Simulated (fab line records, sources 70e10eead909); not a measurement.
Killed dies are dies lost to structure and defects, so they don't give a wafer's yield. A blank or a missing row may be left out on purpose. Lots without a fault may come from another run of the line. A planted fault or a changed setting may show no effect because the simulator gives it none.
Which tool did it? | flow nand_harc | 24 lots, 72 wafers sampled, at 5 steps of a route of 1159

WHAT THE GAUGES READ, wafer by wafer
NHARC_A_CONTACT_CD_MEAS_69: target cd 200 nm.
lot  | measured     | on        | cd_nm (nm)
L076 | day 16 21:35 | cd_sem-03 | 200.0 200.4 200.1
L075 | day 16 23:28 | cd_sem-01 | 200.5 201.1 200.4
L077 | day 17 04:16 | cd_sem-01 | 199.6 199.5 199.3
L074 | day 17 05:20 | cd_sem-03 | 201.2 200.0 200.1
L078 | day 17 08:15 | cd_sem-02 | 200.0 201.2 201.2
L079 | day 17 10:56 | cd_sem-02 | 199.1 200.2 200.5
L081 | day 18 20:02 | cd_sem-01 | 201.1 200.3 199.7
L082 | day 19 00:08 | cd_sem-01 | 200.1 199.7 200.2
L080 | day 19 06:22 | cd_sem-02 | 200.2 200.2 200.4
L083 | day 19 09:55 | cd_sem-01 | 199.0 199.9 200.5
L084 | day 19 11:42 | cd_sem-03 | 200.5 200.5 201.1
L088 | day 19 12:44 | cd_sem-02 | 200.5 199.3 200.3
L085 | day 19 13:26 | cd_sem-01 | 201.1 199.9 201.0
L086 | day 19 18:56 | cd_sem-01 | 200.3 201.0 200.7
L090 | day 20 07:01 | cd_sem-03 | 200.0 200.1 200.1
L089 | day 20 08:35 | cd_sem-02 | 200.9 201.4 201.6
L087 | day 20 13:25 | cd_sem-01 | 200.0 200.2 200.8
L092 | day 20 17:12 | cd_sem-02 | 200.7 200.8 201.3
L093 | day 20 20:43 | cd_sem-03 | 200.5 200.9 199.6
L091 | day 20 21:37 | cd_sem-02 | 200.8 200.9 201.0
L095 | day 21 20:52 | cd_sem-02 | 201.3 201.1 200.5
L094 | day 21 23:50 | cd_sem-01 | 199.7 199.7 199.5
L096 | day 22 02:56 | cd_sem-03 | 200.1 199.8 200.2
L097 | day 22 12:55 | cd_sem-03 | 202.3 201.5 200.7

WHICH TOOL RAN EACH LOT (tool, then ch and the chambers of the sampled wafers, then the start)
lot  | NHARC_A_CONTACT_ETCH_115             | NHARC_A_CONTACT_ETCH_122             | NHARC_A_CONTACT_ETCH_96                       | NHARC_A_CONTACT_DEP_57
L076 | har_cap_etch-02 ch 0,1, day 16 15:35 | har_cap_etch-02 ch 0,1, day 16 16:14 | rie_diel-06 ch 0,1,3, day 16 19:05 or earlier | acl_dep-02 ch 0, day 16 19:05
L075 | har_cap_etch-01 ch 0,1, day 16 16:26 | har_cap_etch-01 ch 0,1, day 16 17:04 | rie_diel-06 ch 0,3, day 16 21:23 or earlier   | acl_dep-02 ch 0, day 16 21:23
L077 | har_cap_etch-02 ch 0,1, day 16 21:54 | har_cap_etch-02 ch 0,1, day 16 22:32 | rie_diel-06 ch 0,1,3, day 17 01:49 or earlier | acl_dep-03 ch 0, day 17 01:49
L074 | har_cap_etch-03 ch 0,1, day 16 23:55 | har_cap_etch-03 ch 0,1, day 17 00:33 | rie_diel-06 ch 1,2, day 17 03:10 or earlier   | acl_dep-01 ch 0, day 17 03:10
L078 | har_cap_etch-01 ch 0,1, day 17 01:20 | har_cap_etch-01 ch 0,1, day 17 01:58 | rie_diel-13 ch 0,2,3, day 17 06:04 or earlier | acl_dep-02 ch 0, day 17 06:04
L079 | har_cap_etch-03 ch 0,1, day 17 05:19 | har_cap_etch-03 ch 0,1, day 17 05:56 | rie_diel-13 ch 0,1,2, day 17 08:29 or earlier | acl_dep-01 ch 0, day 17 08:29
L081 | har_cap_etch-03 ch 0,1, day 18 08:46 | har_cap_etch-03 ch 0,1, day 18 09:37 | rie_diel-13 ch 0,1,2, day 18 17:53 or earlier | acl_dep-02 ch 0, day 18 17:53
L082 | har_cap_etch-02 ch 0,1, day 18 09:16 | har_cap_etch-02 ch 0,1, day 18 09:54 | rie_diel-09 ch 1,2,3, day 18 17:22 or earlier | acl_dep-03 ch 0, day 18 17:22
L080 | har_cap_etch-03 ch 0,1, day 19 01:09 | har_cap_etch-03 ch 0,1, day 19 01:47 | rie_diel-06 ch 1,2,3, day 19 02:43            | acl_dep-02 ch 0, day 19 03:53
L083 | har_cap_etch-02 ch 0,1, day 19 02:17 | har_cap_etch-02 ch 0,1, day 19 03:08 | rie_diel-13 ch 1,2,3, day 19 08:25 or earlier | acl_dep-02 ch 0, day 19 08:25
L084 | har_cap_etch-02 ch 1, day 19 05:55   | har_cap_etch-02 ch 1, day 19 06:34   | rie_diel-06 ch 1,3, day 19 07:25              | acl_dep-03 ch 0, day 19 09:38
L088 | har_cap_etch-01 ch 0,1, day 19 07:01 | har_cap_etch-01 ch 0,1, day 19 07:40 | rie_diel-06 ch 1,2,3, day 19 08:31            | acl_dep-01 ch 0, day 19 10:23
L085 | har_cap_etch-03 ch 0,1, day 19 07:44 | har_cap_etch-03 ch 0,1, day 19 08:22 | rie_diel-09 ch 0,1, day 19 11:56 or earlier   | acl_dep-03 ch 0, day 19 11:56
L086 | har_cap_etch-02 ch 0,1, day 19 13:26 | har_cap_etch-02 ch 0,1, day 19 14:05 | rie_diel-09 ch 1,2,3, day 19 16:45 or earlier | acl_dep-01 ch 0, day 19 16:45
L090 | har_cap_etch-03 ch 0,1, day 20 01:23 | har_cap_etch-03 ch 0,1, day 20 02:01 | rie_diel-06 ch 1,2,3, day 20 05:06 or earlier | acl_dep-01 ch 0, day 20 05:06
L089 | har_cap_etch-01 ch 0,1, day 20 01:46 | har_cap_etch-01 ch 0,1, day 20 02:25 | rie_diel-06 ch 0,1, day 20 06:32 or earlier   | acl_dep-01 ch 0, day 20 06:32
L087 | har_cap_etch-03 ch 0,1, day 20 08:37 | har_cap_etch-03 ch 0,1, day 20 09:15 | rie_diel-06 ch 1,2,3, day 20 11:38 or earlier | acl_dep-01 ch 0, day 20 11:38
L092 | har_cap_etch-02 ch 0,1, day 20 09:55 | har_cap_etch-02 ch 0,1, day 20 10:33 | rie_diel-06 ch 2,3, day 20 14:43 or earlier   | acl_dep-01 ch 0, day 20 14:43
L093 | har_cap_etch-01 ch 0,1, day 20 12:37 | har_cap_etch-01 ch 0,1, day 20 13:16 | rie_diel-09 ch 0,1, day 20 18:10 or earlier   | acl_dep-02 ch 0, day 20 18:10
L091 | har_cap_etch-01 ch 0,1, day 20 16:38 | har_cap_etch-01 ch 0,1, day 20 17:17 | rie_diel-13 ch 2,3, day 20 19:14 or earlier   | acl_dep-03 ch 0, day 20 19:14
L095 | har_cap_etch-01 ch 0,1, day 21 15:19 | har_cap_etch-01 ch 0,1, day 21 15:56 | rie_diel-06 ch 0,1,3, day 21 18:24 or earlier | acl_dep-02 ch 0, day 21 18:24
L094 | har_cap_etch-03 ch 0,1, day 21 18:37 | har_cap_etch-03 ch 0,1, day 21 19:15 | rie_diel-09 ch 0,1,3, day 21 22:04 or earlier | acl_dep-02 ch 0, day 21 22:04
L096 | har_cap_etch-02 ch 0,1, day 21 21:59 | har_cap_etch-02 ch 0,1, day 21 22:37 | rie_diel-06 ch 0,1,2, day 22 00:35 or earlier | acl_dep-03 ch 0, day 22 00:35
L097 | har_cap_etch-02 ch 0,1, day 22 07:51 | har_cap_etch-02 ch 0,1, day 22 08:29 | rie_diel-09 ch 0,1,3, day 22 10:43 or earlier | acl_dep-03 ch 0, day 22 10:43
- NHARC_A_CONTACT_ETCH_115: etches the open film in C4F8/O2/Ar, time 94 s, target depth 922 nm.
- NHARC_A_CONTACT_ETCH_122: etches the open film in C4F8/O2/Ar, time 95 s, target depth 930 nm.
- NHARC_A_CONTACT_ETCH_96: etches the open film in C4F6/O2, target depth 20 nm, time 10 s.
- NHARC_A_CONTACT_DEP_57: deposits aC, target thk 2800 nm.

WHAT THE TOOLS THEMSELVES READ (means of the sampled wafers that have a number; where no wafer has one, the mark that the record gives instead)
NHARC_A_CONTACT_ETCH_115.
lot  | tool            | oes_air_line_au (a.u.)
L076 | har_cap_etch-02 | 0.999
L075 | har_cap_etch-01 | 0.989
L077 | har_cap_etch-02 | 0.977
L074 | har_cap_etch-03 | 0.983
L078 | har_cap_etch-01 | 0.994
L079 | har_cap_etch-03 | 1.007
L081 | har_cap_etch-03 | 0.996
L082 | har_cap_etch-02 | 0.996
L080 | har_cap_etch-03 | 1.008
L083 | har_cap_etch-02 | 1.000
L084 | har_cap_etch-02 | 0.983
L088 | har_cap_etch-01 | 1.003
L085 | har_cap_etch-03 | 0.994
L086 | har_cap_etch-02 | 1.000
L090 | har_cap_etch-03 | 0.987
L089 | har_cap_etch-01 | 1.007
L087 | har_cap_etch-03 | 0.976
L092 | har_cap_etch-02 | 0.994
L093 | har_cap_etch-01 | 0.983
L091 | har_cap_etch-01 | 1.017
L095 | har_cap_etch-01 | 1.006
L094 | har_cap_etch-03 | 0.974
L096 | har_cap_etch-02 | 0.972
L097 | har_cap_etch-02 | 0.992

NHARC_A_CONTACT_ETCH_122.
lot  | tool            | oes_air_line_au (a.u.)
L076 | har_cap_etch-02 | 0.999
L075 | har_cap_etch-01 | 0.993
L077 | har_cap_etch-02 | 1.004
L074 | har_cap_etch-03 | 1.002
L078 | har_cap_etch-01 | 0.985
L079 | har_cap_etch-03 | 1.005
L081 | har_cap_etch-03 | 0.989
L082 | har_cap_etch-02 | 0.983
L080 | har_cap_etch-03 | 0.996
L083 | har_cap_etch-02 | 1.029
L084 | har_cap_etch-02 | 0.988
L088 | har_cap_etch-01 | 1.011
L085 | har_cap_etch-03 | 0.995
L086 | har_cap_etch-02 | 0.998
L090 | har_cap_etch-03 | 1.008
L089 | har_cap_etch-01 | 0.997
L087 | har_cap_etch-03 | 1.006
L092 | har_cap_etch-02 | 0.972
L093 | har_cap_etch-01 | 1.007
L091 | har_cap_etch-01 | 0.979
L095 | har_cap_etch-01 | 0.980
L094 | har_cap_etch-03 | 1.004
L096 | har_cap_etch-02 | 1.005
L097 | har_cap_etch-02 | 0.989

NHARC_A_CONTACT_ETCH_96.
lot  | tool        | drypump_motor_current_A (A) | oes_product_au (a.u.) | rf_vpp_V (V) | showerhead_plenum_p_Torr (Torr) | throttle_valve_pct (%)
L076 | rie_diel-06 | 5.8                         | 0.952                 | 544.9        | 3.84                            | 26.902
L075 | rie_diel-06 | 5.4                         | 0.951                 | 543.5        | 3.76                            | 26.905
L077 | rie_diel-06 | 5.8                         | 0.962                 | 545.6        | 3.84                            | 26.908
L074 | rie_diel-06 | 5.9                         | 0.953                 | 549.4        | 4.08                            | 26.899
L078 | rie_diel-13 | 5.7                         | 0.969                 | 547.4        | 3.91                            | 26.904
L079 | rie_diel-13 | 6.1                         | 0.960                 | 545.6        | 3.87                            | 26.904
L081 | rie_diel-13 | 6.2                         | 0.929                 | 545.9        | 3.86                            | 26.898
L082 | rie_diel-09 | 5.4                         | 0.940                 | 548.1        | 3.97                            | 26.897
L080 | rie_diel-06 | 6.1                         | 0.970                 | 547.7        | 3.96                            | 26.907
L083 | rie_diel-13 | 5.8                         | 0.950                 | 548.7        | 3.99                            | 26.910
L084 | rie_diel-06 | 6.1                         | 1.006                 | 546.6        | 3.91                            | 26.896
L088 | rie_diel-06 | 6.0                         | 1.003                 | 547.0        | 3.96                            | 26.911
L085 | rie_diel-09 | 5.8                         | 0.991                 | 548.7        | 4.02                            | 26.902
L086 | rie_diel-09 | 5.4                         | 0.984                 | 547.9        | 3.97                            | 26.903
L090 | rie_diel-06 | 6.0                         | 0.957                 | 546.9        | 3.95                            | 26.899
L089 | rie_diel-06 | 5.7                         | 1.003                 | 546.3        | 3.90                            | 26.905
L087 | rie_diel-06 | 6.0                         | 0.949                 | 546.8        | 3.95                            | 26.909
L092 | rie_diel-06 | 6.0                         | 0.962                 | 549.3        | 4.00                            | 26.902
L093 | rie_diel-09 | 5.7                         | 0.988                 | 549.4        | 4.04                            | 26.899
L091 | rie_diel-13 | 5.7                         | 1.000                 | 549.3        | 4.01                            | 26.901
L095 | rie_diel-06 | 5.8                         | 0.964                 | 545.3        | 3.83                            | 26.904
L094 | rie_diel-09 | 5.4                         | 0.953                 | 548.6        | 3.99                            | 26.906
L096 | rie_diel-06 | 5.6                         | 0.962                 | 547.7        | 3.94                            | 26.902
L097 | rie_diel-09 | 5.4                         | 0.938                 | 547.9        | 3.99                            | 26.897

NHARC_A_CONTACT_DEP_57.
lot  | tool       | throttle_valve_pct (%)
L076 | acl_dep-02 | 34.992
L075 | acl_dep-02 | 35.000
L077 | acl_dep-03 | 34.998
L074 | acl_dep-01 | 35.002
L078 | acl_dep-02 | 34.996
L079 | acl_dep-01 | 35.001
L081 | acl_dep-02 | 35.001
L082 | acl_dep-03 | 35.003
L080 | acl_dep-02 | 35.011
L083 | acl_dep-02 | 35.002
L084 | acl_dep-03 | 35.006
L088 | acl_dep-01 | 34.996
L085 | acl_dep-03 | 35.003
L086 | acl_dep-01 | 34.991
L090 | acl_dep-01 | 35.001
L089 | acl_dep-01 | 35.001
L087 | acl_dep-01 | 35.008
L092 | acl_dep-01 | 35.007
L093 | acl_dep-02 | 35.007
L091 | acl_dep-03 | 35.000
L095 | acl_dep-02 | 35.000
L094 | acl_dep-02 | 34.997
L096 | acl_dep-03 | 35.001
L097 | acl_dep-03 | 34.992

THE ANSWER, worked out from the rows above alone
Rule: what is usual is taken from the lots themselves. Put in order of their means at a reading, lots are off if they are a third of the lots or fewer, leave a main group of 4 or more, and stand apart from it by a gap of 3 or more times the standard deviation of the main group's means; of several such gaps the widest counts. A main group whose means are all the same, to the digits that the tables above print for the reading, isn't used. A lot without any number at a reading at which 4 lots or more have one is off too. The other lots that the step has rows for count as sound. The gauges are gone through in route order, then the tools' own readings, and for those a lot's mean is taken as printed above. The first step at which some lot is off is used, and at that step the reading that is off furthest; a lot without a number counts as furthest.
No lot is off at any reading shown: from this, nothing can be told.

WHAT THE SIMULATOR HAD PUT IN
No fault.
